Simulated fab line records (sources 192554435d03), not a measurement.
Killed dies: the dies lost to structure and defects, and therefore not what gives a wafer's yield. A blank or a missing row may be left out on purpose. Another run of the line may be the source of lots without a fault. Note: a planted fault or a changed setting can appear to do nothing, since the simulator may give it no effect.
What tool caused it?	flow n5Finfet	24 lots, 72 wafers sampled, at 5 steps of a route of 1938

## WHAT THE GAUGES READ, wafer by wafer
N5_START_INSPECT_01: inspects for defects (unpatterned scan). Usual: rawDefectCount at 6.4, with a standard deviation of 2.6.
lot	measured	on	rawDefectCount	flag
L074	day 1 12:02	defectInspect-01	5 6 6	
L075	day 1 18:02	defectInspect-01	7 4 8	
L076	day 2 00:02	defectInspect-01	4 7 10	
L077	day 2 06:02	defectInspect-02	12 7 5	
L078	day 2 12:02	defectInspect-02	7 9 7	
L079	day 2 18:02	defectInspect-02	8 3 6	
L080	day 3 00:02	defectInspect-02	2 8 7	
L081	day 3 06:02	defectInspect-02	5 5 4	
L082	day 3 12:02	defectInspect-01	9 6 5	
L083	day 3 18:02	defectInspect-02	7 11 3	
L084	day 4 00:02	defectInspect-01	8 3 6	
L085	day 4 06:02	defectInspect-01	5 7 5	
L086	day 4 12:02	defectInspect-02	7 7 3	
L087	day 4 18:02	defectInspect-01	4 7 3	
L088	day 5 00:02	defectInspect-02	14 5 4	
L089	day 5 06:02	defectInspect-02	6 11 6	
L090	day 5 12:02	defectInspect-02	9 5 8	
L091	day 5 18:02	defectInspect-02	3 7 10	
L092	day 6 00:02	defectInspect-02	3 6 10	
L093	day 6 06:02	defectInspect-02	7 6 7	
L094	day 6 12:02	defectInspect-01	8 6 4	
L095	day 6 18:02	defectInspect-02	5 2 7	
L096	day 7 00:02	defectInspect-01	4 9 3	
L097	day 7 06:02	defectInspect-02	4 8 5	

N5_ZERO_LAYER_CD_MEAS_11 targets a cd of 2000 nm. Usual: cdNm at 2000.3 nm, with a standard deviation of 1.3.
lot	measured	on	cdNm (nm)	flag
L074	day 1 12:38	cdSem-01	2000.8 2000.4 2001.2	
L075	day 1 18:46	cdSem-01	2000.3 2001.4 2002.4	
L076	day 2 00:38	cdSem-02	1998.6 2000.7 2001.1	
L077	day 2 06:46	cdSem-01	2001.2 2000.2 2002.0	
L078	day 2 12:38	cdSem-01	2001.3 2000.7 2001.4	
L079	day 2 18:46	cdSem-01	2000.8 1999.0 2001.7	
L080	day 3 00:47	cdSem-01	2002.0 2000.7 2000.9	
L081	day 3 06:46	cdSem-01	2001.6 2000.7 2002.0	
L082	day 3 12:38	cdSem-01	1999.6 1997.4 1999.3	
L083	day 3 19:35	cdSem-02	1999.8 2002.1 1998.9	
L084	day 4 00:38	cdSem-02	1998.8 2000.9 1999.6	
L085	day 4 06:39	cdSem-01	2000.5 1999.2 2001.3	
L086	day 4 12:38	cdSem-01	1999.9 1999.5 1999.9	
L087	day 4 18:46	cdSem-01	2001.0 2000.1 2000.2	
L088	day 5 00:46	cdSem-02	1999.4 2000.0 1998.2	
L089	day 5 06:46	cdSem-01	2001.3 2001.1 2001.5	
L090	day 5 12:38	cdSem-02	2003.4 2001.5 2003.4	
L091	day 5 18:39	cdSem-01	1999.4 2001.1 2000.5	
L092	day 6 00:47	cdSem-02	2000.1 2001.6 2001.6	
L093	day 6 06:39	cdSem-01	2000.1 1999.4 1999.9	
L094	day 6 12:38	cdSem-02	1998.4 1999.6 2000.7	
L095	day 6 18:46	cdSem-01	1999.5 2000.8 1997.5	
L096	day 7 00:38	cdSem-01	1998.5 1999.2 1998.3	
L097	day 7 06:40	cdSem-02	1998.9 1998.6 1998.1	

N5_FIN_SAQP_CD_MEAS_16 targets a cd of 35.6 nm. Usual: cdNm at 35.66 nm, with a standard deviation of 0.27.
lot	measured	on	cdNm (nm)	flag
L074	day 1 22:44	cdSem-01	35.09 35.19 35.40	
L075	day 2 04:02	cdSem-02	35.83 35.36 35.28	
L076	day 2 10:56	cdSem-02	35.28 35.74 35.73	
L077	day 2 21:10	cdSem-01	35.89 35.91 36.15	
L078	day 2 23:32	cdSem-01	36.07 35.81 35.86	
L079	day 3 04:35	cdSem-02	35.75 35.47 36.19	
L080	day 3 12:00	cdSem-01	35.72 35.33 35.42	
L081	day 3 16:37	cdSem-02	35.66 35.93 35.78	
L082	day 3 22:44	cdSem-02	35.58 35.86 36.02	
L083	day 4 05:17	cdSem-02	35.74 35.69 36.03	
L084	day 4 12:17	cdSem-02	35.80 35.35 35.37	
L085	day 4 15:03	cdSem-02	36.10 35.65 35.84	
L086	day 4 22:09	cdSem-01	36.09 35.79 35.79	
L087	day 5 03:47	cdSem-01	35.22 35.34 35.45	
L088	day 5 09:36	cdSem-02	35.64 35.57 35.48	
L089	day 5 16:18	cdSem-01	35.80 35.56 35.49	
L090	day 5 21:26	cdSem-01	35.28 35.59 35.93	
L091	day 6 04:48	cdSem-02	35.32 35.78 35.84	
L092	day 6 10:01	cdSem-01	35.76 36.16 36.04	
L093	day 6 16:41	cdSem-01	35.75 36.10 35.67	
L094	day 6 21:55	cdSem-02	35.66 35.62 35.47	
L095	day 7 03:53	cdSem-02	35.96 35.69 35.44	
L096	day 7 11:04	cdSem-02	35.19 35.63 35.92	
L097	day 7 15:46	cdSem-01	35.53 35.53 35.41	

## EACH LOT AND THE TOOL THAT RAN IT (in order: tool; ch and the chambers of the sampled wafers; start)
lot	N5_ZERO_LAYER_PECVD_02	N5_FIN_SAQP_ALD_61
L074	pecvd-04 ch 0,1,2, day 1 12:17	aldSin-01 ch 1,2, day 1 21:14
L075	pecvd-03 ch 0,2, day 1 18:17	aldSin-01 ch 2,3, day 2 02:33
L076	pecvd-02 ch 1,2, day 2 00:17	aldSin-01 ch 1,2,3, day 2 09:32
L077	pecvd-03 ch 0,1, day 2 06:17	aldSin-02 ch 0,2,3, day 2 14:59
L078	pecvd-02 ch 0,1,2, day 2 12:17	aldSin-02 ch 1,3, day 2 22:09
L079	pecvd-03 ch 0,2, day 2 18:17	aldSin-02 ch 0,3, day 3 03:06
L080	pecvd-02 ch 1,2, day 3 00:17	aldSin-03 ch 0,2,3, day 3 10:34
L081	pecvd-02 ch 0,1,2, day 3 06:17	aldSin-02 ch 0,1,3, day 3 15:13
L082	pecvd-02 ch 0,1,2, day 3 12:17	aldSin-02 ch 0,1,3, day 3 20:20
L083	pecvd-02 ch 0,1,2, day 3 18:17	aldSin-01 ch 0,1,2, day 4 04:01
L084	pecvd-02 ch 0,1,2, day 4 00:17	aldSin-02 ch 0,1,2, day 4 11:11
L085	pecvd-03 ch 1,2, day 4 06:17	aldSin-03 ch 0,2,3, day 4 13:53
L086	pecvd-04 ch 0,2, day 4 12:17	aldSin-03 ch 0,2,3, day 4 20:57
L087	pecvd-03 ch 0,1, day 4 18:17	aldSin-03 ch 2,3, day 5 02:41
L088	pecvd-02 ch 0,1,2, day 5 00:17	aldSin-03 ch 0,1,3, day 5 08:15
L089	pecvd-04 ch 0,2, day 5 06:17	aldSin-01 ch 0,1,2, day 5 15:14
L090	pecvd-04 ch 0,1,2, day 5 12:17	aldSin-03 ch 1,2,3, day 5 20:22
L091	pecvd-03 ch 0,1,2, day 5 18:17	aldSin-03 ch 1,2,3, day 6 03:32
L092	pecvd-04 ch 0,2, day 6 00:17	aldSin-03 ch 0,1,2, day 6 08:49
L093	pecvd-02 ch 0,1, day 6 06:17	aldSin-01 ch 0,3, day 6 15:23
L094	pecvd-04 ch 0,2, day 6 12:17	aldSin-01 ch 0,1,2, day 6 20:44
L095	pecvd-03 ch 0,1,2, day 6 18:17	aldSin-02 ch 1,2,3, day 7 02:41
L096	pecvd-04 ch 0,1,2, day 7 00:17	aldSin-03 ch 1,2, day 7 09:52
L097	pecvd-03 ch 1,2, day 7 06:17	aldSin-03 ch 1,2,3, day 7 14:38
- N5_ZERO_LAYER_PECVD_02: deposits SiO2 from SiH4/N2O, target thk 10 nm, time 6 s.
- N5_FIN_SAQP_ALD_61: deposits SiO2, target thk 4 nm, pulse time 1 s, purge time 2 s.

## AS READ BY THE TOOLS THEMSELVES (means over the sampled wafers that have a number; for cases with no such wafer, the mark the record gives instead)
N5_ZERO_LAYER_PECVD_02. Usual: chamberPressureTorr 0.7500 Torr, standard deviation 0.0018; heaterPowerW 709 W, standard deviation 85; rfFwdPowerW 272.5 W, standard deviation 1; showerheadPlenumPTorr 8.14 Torr, standard deviation 0.19; showerheadVppV 1035 V, standard deviation 41.
lot	tool	chamberPressureTorr (Torr)	heaterPowerW (W)	rfFwdPowerW (W)	showerheadPlenumPTorr (Torr)	showerheadVppV (V)	flag
L074	pecvd-04	0.7500	638	272.5	7.97	1019	
L075	pecvd-03	0.7503	710	273.9	8.27	1052	
L076	pecvd-02	0.7533	764	272.3	8.27	1031	
L077	pecvd-03	0.7504	759	272.1	8.21	1047	
L078	pecvd-02	0.7488	748	272.8	8.21	1031	
L079	pecvd-03	0.7503	752	272.9	8.24	1045	
L080	pecvd-02	0.7520	778	272.4	8.26	1065	
L081	pecvd-02	0.7502	743	272.7	8.21	1020	
L082	pecvd-02	0.7517	762	271.2	8.19	1025	
L083	pecvd-02	0.7492	781	271.5	8.20	1022	
L084	pecvd-02	0.7491	820	271.6	8.21	1028	
L085	pecvd-03	0.7497	742	273.6	8.17	1059	
L086	pecvd-04	0.7499	552	273.4	7.95	1027	
L087	pecvd-03	0.7512	767	273.3	8.22	1042	
L088	pecvd-02	0.7504	762	272.0	8.22	1015	
L089	pecvd-04	0.7498	596	272.3	7.80	1057	
L090	pecvd-04	0.7472	599	272.2	7.97	1030	
L091	pecvd-03	0.7512	695	272.8	8.22	1052	
L092	pecvd-04	0.7480	646	273.9	7.81	1051	
L093	pecvd-02	0.7506	700	271.4	8.20	1000	
L094	pecvd-04	0.7483	562	272.9	7.80	1064	
L095	pecvd-03	0.7521	747	272.7	8.22	1039	
L096	pecvd-04	0.7487	628	272.5	7.97	1026	
L097	pecvd-03	0.7497	749	272.1	8.16	1048	

N5_FIN_SAQP_ALD_61. Usual: chamberPressureTorr 2.000 Torr, standard deviation 0.0041; heaterPowerW 464 W, standard deviation 48; precursorPulseHeightRel 1.000, standard deviation 0.019.
lot	tool	chamberPressureTorr (Torr)	heaterPowerW (W)	precursorPulseHeightRel	flag
L074	aldSin-01	1.999	461	0.993	
L075	aldSin-01	2.003	463	0.990	
L076	aldSin-01	2.005	471	0.995	
L077	aldSin-02	1.998	476	0.998	
L078	aldSin-02	1.998	414	1.002	
L079	aldSin-02	2.002	443	1.001	
L080	aldSin-03	1.999	453	1.004	
L081	aldSin-02	2.003	459	1.017	
L082	aldSin-02	1.997	469	0.990	
L083	aldSin-01	2.000	462	0.993	
L084	aldSin-02	2.003	492	0.999	
L085	aldSin-03	1.999	459	0.994	
L086	aldSin-03	1.999	457	0.984	
L087	aldSin-03	2.003	435	0.984	
L088	aldSin-03	1.999	467	1.012	
L089	aldSin-01	1.999	465	0.992	
L090	aldSin-03	2.002	456	0.997	
L091	aldSin-03	1.999	448	1.011	
L092	aldSin-03	2.005	470	1.021	
L093	aldSin-01	2.003	460	0.981	
L094	aldSin-01	2.002	464	0.999	
L095	aldSin-02	1.997	421	0.993	
L096	aldSin-03	2.002	466	0.982	
L097	aldSin-03	1.997	445	1.003	

## THE ANSWER, worked out from the rows above alone
Rule: a lot counts as off when the mean over its wafers that have a number is more than 3 standard deviations away from the usual mean. Also off: a lot with no number at a reading for which 4 or more lots have one. Any other lot the step has rows for is counted as sound. First the gauges in route order, then the tools' own readings, where a lot's mean is used as printed above. At the first step where some lot is off, the reading lying furthest off is the one used; lots without a number count as furthest.
Across all readings shown, no lot is off: no conclusion can be drawn from this.

## WHAT THE SIMULATOR HAD PUT IN
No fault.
